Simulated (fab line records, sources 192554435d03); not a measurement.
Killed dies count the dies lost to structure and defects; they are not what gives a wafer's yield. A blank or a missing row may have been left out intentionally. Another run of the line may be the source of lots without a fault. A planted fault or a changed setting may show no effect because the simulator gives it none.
Chamber matching / flow n5-finfet / N5_SD_EPI_P_DESCUM_14 on rie-diel-06 has 4 sister chambers
The step chemistry O2, time 7.9 s. 16 wafers are shown with their chamber, then 8 later ones without.

== WAFERS PAIRED WITH THEIR CHAMBERS ==
wafer=L075.2; chamber=3; showerhead-plenum-p-Torr (Torr)=1.99; drypump-motor-current-A (A)=6.7; oes-product-au (a.u.)=0.74
wafer=L075.4; chamber=2; showerhead-plenum-p-Torr (Torr)=2.19; drypump-motor-current-A (A)=5.6; oes-product-au (a.u.)=0.76
wafer=L075.6; chamber=2; showerhead-plenum-p-Torr (Torr)=2.19; drypump-motor-current-A (A)=5.6; oes-product-au (a.u.)=0.76
wafer=L078.1; chamber=1; showerhead-plenum-p-Torr (Torr)=1.95; drypump-motor-current-A (A)=6.0; oes-product-au (a.u.)=0.82
wafer=L078.3; chamber=3; showerhead-plenum-p-Torr (Torr)=1.99; drypump-motor-current-A (A)=6.7; oes-product-au (a.u.)=0.72
wafer=L078.5; chamber=3; showerhead-plenum-p-Torr (Torr)=1.99; drypump-motor-current-A (A)=6.6; oes-product-au (a.u.)=0.73
wafer=L080.1; chamber=1; showerhead-plenum-p-Torr (Torr)=1.95; drypump-motor-current-A (A)=6.0; oes-product-au (a.u.)=0.83
wafer=L080.2; chamber=3; showerhead-plenum-p-Torr (Torr)=1.99; drypump-motor-current-A (A)=6.6; oes-product-au (a.u.)=0.73
wafer=L080.4; chamber=2; showerhead-plenum-p-Torr (Torr)=2.18; drypump-motor-current-A (A)=5.6; oes-product-au (a.u.)=0.76
wafer=L082.1; chamber=3; showerhead-plenum-p-Torr (Torr)=1.98; drypump-motor-current-A (A)=6.6; oes-product-au (a.u.)=0.73
wafer=L082.3; chamber=1; showerhead-plenum-p-Torr (Torr)=1.95; drypump-motor-current-A (A)=6.0; oes-product-au (a.u.)=0.82
wafer=L082.4; chamber=0; showerhead-plenum-p-Torr (Torr)=2.07; drypump-motor-current-A (A)=6.0; oes-product-au (a.u.)=0.70
wafer=L088.1; chamber=2; showerhead-plenum-p-Torr (Torr)=2.18; drypump-motor-current-A (A)=5.6; oes-product-au (a.u.)=0.74
wafer=L088.3; chamber=3; showerhead-plenum-p-Torr (Torr)=1.98; drypump-motor-current-A (A)=6.7; oes-product-au (a.u.)=0.72
wafer=L088.4; chamber=0; showerhead-plenum-p-Torr (Torr)=2.07; drypump-motor-current-A (A)=6.0; oes-product-au (a.u.)=0.70
wafer=L092.2; chamber=3; showerhead-plenum-p-Torr (Torr)=1.98; drypump-motor-current-A (A)=6.6; oes-product-au (a.u.)=0.71

SIGNATURES, as means of the wafers listed above
reading=showerhead-plenum-p-Torr; chamber 0=2.0700; chamber 1=1.9500; chamber 2=2.1850; chamber 3=1.9857; scatter within a chamber=0.00476
reading=drypump-motor-current-A; chamber 0=6.000; chamber 1=6.000; chamber 2=5.600; chamber 3=6.643; scatter within a chamber=0.0378
reading=oes-product-au; chamber 0=0.7000; chamber 1=0.8233; chamber 2=0.7550; chamber 3=0.7257; scatter within a chamber=0.00884
Rule: a wafer lies at a distance from a chamber equal to the root of the sum of squares, over the readings, of (its reading less the chamber's mean, divided by the reading's scatter). The wafer belongs to the nearest chamber; if the next one is less than 2 further off, it can't be placed. The scatter is the square root of a quotient: the sum, over the shown wafers, of each reading's squared deviation from its chamber's mean, divided by wafers minus chambers.

== WAFERS WITH NO CHAMBER GIVEN ==
wafer=L092.3; showerhead-plenum-p-Torr (Torr)=1.94; drypump-motor-current-A (A)=6.0; oes-product-au (a.u.)=0.80
wafer=L092.5; showerhead-plenum-p-Torr (Torr)=1.98; drypump-motor-current-A (A)=6.6; oes-product-au (a.u.)=0.71
wafer=L095.1; showerhead-plenum-p-Torr (Torr)=1.94; drypump-motor-current-A (A)=6.0; oes-product-au (a.u.)=0.79
wafer=L095.2; showerhead-plenum-p-Torr (Torr)=1.97; drypump-motor-current-A (A)=6.6; oes-product-au (a.u.)=0.70
wafer=L095.3; showerhead-plenum-p-Torr (Torr)=2.06; drypump-motor-current-A (A)=6.0; oes-product-au (a.u.)=0.68
wafer=L097.1; showerhead-plenum-p-Torr (Torr)=1.94; drypump-motor-current-A (A)=6.0; oes-product-au (a.u.)=0.79
wafer=L097.3; showerhead-plenum-p-Torr (Torr)=1.97; drypump-motor-current-A (A)=6.7; oes-product-au (a.u.)=0.71
wafer=L097.5; showerhead-plenum-p-Torr (Torr)=2.17; drypump-motor-current-A (A)=5.6; oes-product-au (a.u.)=0.72

== EACH ONE'S CHAMBER ==
wafer=L092.3; from the rows above=1; in truth=1
wafer=L092.5; from the rows above=3; in truth=3
wafer=L095.1; from the rows above=1; in truth=1
wafer=L095.2; from the rows above=3; in truth=3
wafer=L095.3; from the rows above=0; in truth=0
wafer=L097.1; from the rows above=1; in truth=1
wafer=L097.3; from the rows above=3; in truth=3
wafer=L097.5; from the rows above=2; in truth=2
8 of 8 placed correctly. Not placeable from these rows: 0. Number placed wrongly: 0.
